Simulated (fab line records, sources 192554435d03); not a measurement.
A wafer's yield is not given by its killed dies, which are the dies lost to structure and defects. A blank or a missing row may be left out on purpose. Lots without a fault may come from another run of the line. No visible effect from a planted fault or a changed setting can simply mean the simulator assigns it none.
Split-lot experiment :: flow n5_finfet :: 21 wafers read from 7 lots, route of 1938 steps

## ON THE SPLIT
At N5_BEOL_M6_EXPOSE_25 (exposes mask V5, target cd 40 nm), the setting dose_mj was moved away from the recipe's 45 on 5 of the 21 wafers read, by +2.2% to +6.5%. All remaining wafers had this setting at the recipe value.

## FROM THE SPLIT TO THE READING: what the file shows between them, 2 steps
- N5_BEOL_M6_PEB_26: peb time 60 s
- N5_BEOL_M6_DEVELOP_27: develop time 30 s

## THE READING
At N5_BEOL_M6_CD_MEAS_28: cd_nm in nanometres, against a target cd of 40 nm. A value of 40.14 nm with a standard deviation of 0.23 nm is what fault-free wafers of this fab line usually give.

wafer: L074.1
tool, chamber at the split: euv_scanner-02, 0
dose_mj as run: 45
against the recipe: recipe
cd_nm, nm: 39.80
against lot-mates on the recipe: -

wafer: L074.2
tool, chamber at the split: euv_scanner-02, 0
dose_mj as run: 45
against the recipe: recipe
cd_nm, nm: 40.55
against lot-mates on the recipe: -

wafer: L074.3
tool, chamber at the split: euv_scanner-02, 0
dose_mj as run: 45
against the recipe: recipe
cd_nm, nm: 40.00
against lot-mates on the recipe: -

wafer: L075.1
tool, chamber at the split: euv_scanner-02, 0
dose_mj as run: 45
against the recipe: recipe
cd_nm, nm: 40.04
against lot-mates on the recipe: -

wafer: L075.3
tool, chamber at the split: euv_scanner-02, 0
dose_mj as run: 45
against the recipe: recipe
cd_nm, nm: 40.39
against lot-mates on the recipe: -

wafer: L075.5
tool, chamber at the split: euv_scanner-02, 0
dose_mj as run: 46
against the recipe: +2.2%
cd_nm, nm: 40.66
against lot-mates on the recipe: +0.44

wafer: L081.2
tool, chamber at the split: euv_scanner-02, 0
dose_mj as run: 45
against the recipe: recipe
cd_nm, nm: 40.35
against lot-mates on the recipe: -

wafer: L081.3
tool, chamber at the split: euv_scanner-02, 0
dose_mj as run: 45
against the recipe: recipe
cd_nm, nm: 40.26
against lot-mates on the recipe: -

wafer: L081.4
tool, chamber at the split: euv_scanner-02, 0
dose_mj as run: 45
against the recipe: recipe
cd_nm, nm: 40.26
against lot-mates on the recipe: -

wafer: L084.3
tool, chamber at the split: euv_scanner-02, 0
dose_mj as run: 45
against the recipe: recipe
cd_nm, nm: 40.38
against lot-mates on the recipe: -

wafer: L084.4
tool, chamber at the split: euv_scanner-02, 0
dose_mj as run: 45
against the recipe: recipe
cd_nm, nm: 40.03
against lot-mates on the recipe: -

wafer: L084.6
tool, chamber at the split: euv_scanner-02, 0
dose_mj as run: 45
against the recipe: recipe
cd_nm, nm: 40.60
against lot-mates on the recipe: -

wafer: L085.1
tool, chamber at the split: euv_scanner-02, 0
dose_mj as run: 45
against the recipe: recipe
cd_nm, nm: 40.03
against lot-mates on the recipe: -

wafer: L085.2
tool, chamber at the split: euv_scanner-02, 0
dose_mj as run: 47.42
against the recipe: +5.4%
cd_nm, nm: 41.16
against lot-mates on the recipe: +1.13

wafer: L085.6
tool, chamber at the split: euv_scanner-02, 0
dose_mj as run: 47.42
against the recipe: +5.4%
cd_nm, nm: 41.12
against lot-mates on the recipe: +1.09

wafer: L092.2
tool, chamber at the split: euv_scanner-01, 0
dose_mj as run: 45
against the recipe: recipe
cd_nm, nm: 40.31
against lot-mates on the recipe: -

wafer: L092.3
tool, chamber at the split: euv_scanner-01, 0
dose_mj as run: 45
against the recipe: recipe
cd_nm, nm: 40.27
against lot-mates on the recipe: -

wafer: L092.5
tool, chamber at the split: euv_scanner-01, 0
dose_mj as run: 45
against the recipe: recipe
cd_nm, nm: 40.49
against lot-mates on the recipe: -

wafer: L094.2
tool, chamber at the split: euv_scanner-01, 0
dose_mj as run: 45
against the recipe: recipe
cd_nm, nm: 40.20
against lot-mates on the recipe: -

wafer: L094.3
tool, chamber at the split: euv_scanner-01, 0
dose_mj as run: 47.91
against the recipe: +6.5%
cd_nm, nm: 41.50
against lot-mates on the recipe: +1.30

wafer: L094.6
tool, chamber at the split: euv_scanner-01, 0
dose_mj as run: 47.91
against the recipe: +6.5%
cd_nm, nm: 41.75
against lot-mates on the recipe: +1.55

THE FIT
A straight line over all 21 wafers: cd_nm changes by +0.194 nm for each +1% of dose_mj; r = +0.92; the points scatter about the line by 0.21 nm.
The same after taking each lot's own level away (the mean of its wafers on the recipe; 21 wafers): +0.215 nm for each +1%; r = +0.95; scatter 0.18 nm.
Per that fit: largest dose_mj move, reading shift of 1.4 nm.
Measured against the standard deviation above, the lots' own levels, which go from 40.030 to 40.357 nm, span 1.4 times it.
Consequently the slope shifts little with the lot-to-lot level, the two slopes agreeing.
Check: for one of the wafers moved furthest among these (+6.5%), held out of the fit, the line's prediction against its lot-mates is +1.42 nm. It came out at +1.3 nm against them.

## THESE WAFERS: OTHER SPLITS
These wafers also went through other splits before the reading. Each is held against what the fit with the lots' levels taken away leaves over:
other split on the same wafers: N5_BEOL_M5_COAT_66 spin_rpm
wafers away from the commonest value: 7
r with cd_nm (lot level and that fit taken away): +0.03

other split on the same wafers: N5_BEOL_M6_COAT_63 spin_rpm
wafers away from the commonest value: 6
r with cd_nm (lot level and that fit taken away): -0.13

## THE WHOLE CHAIN: every reading that the file lists as answering this split, in the file's order
step: N5_BEOL_M6_CD_MEAS_28
what it does: target cd 40 nm
reading: cd_nm
change (the file's fit): +0.213 nm for each +1% of the setting
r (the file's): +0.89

step: N5_BEOL_M6_DESCUM_33
what it does: chemistry O2, time 7 s
reading: BEOL_M6.cd_nm (the simulator's own value, which no gauge read)
change (the file's fit): +0.23 nm for each +1% of the setting
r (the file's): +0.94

step: N5_BEOL_M6_ETCH_65
what it does: etches SiARC in CF4, target depth 15.6 nm, time 26 s
reading: BEOL_M6.cd_nm (the simulator's own value, which no gauge read)
change (the file's fit): +0.221 nm for each +1% of the setting
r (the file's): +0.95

## FILE'S OWN FIT
cd_nm changes by +0.213 nm for each +1% of dose_mj, r = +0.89.
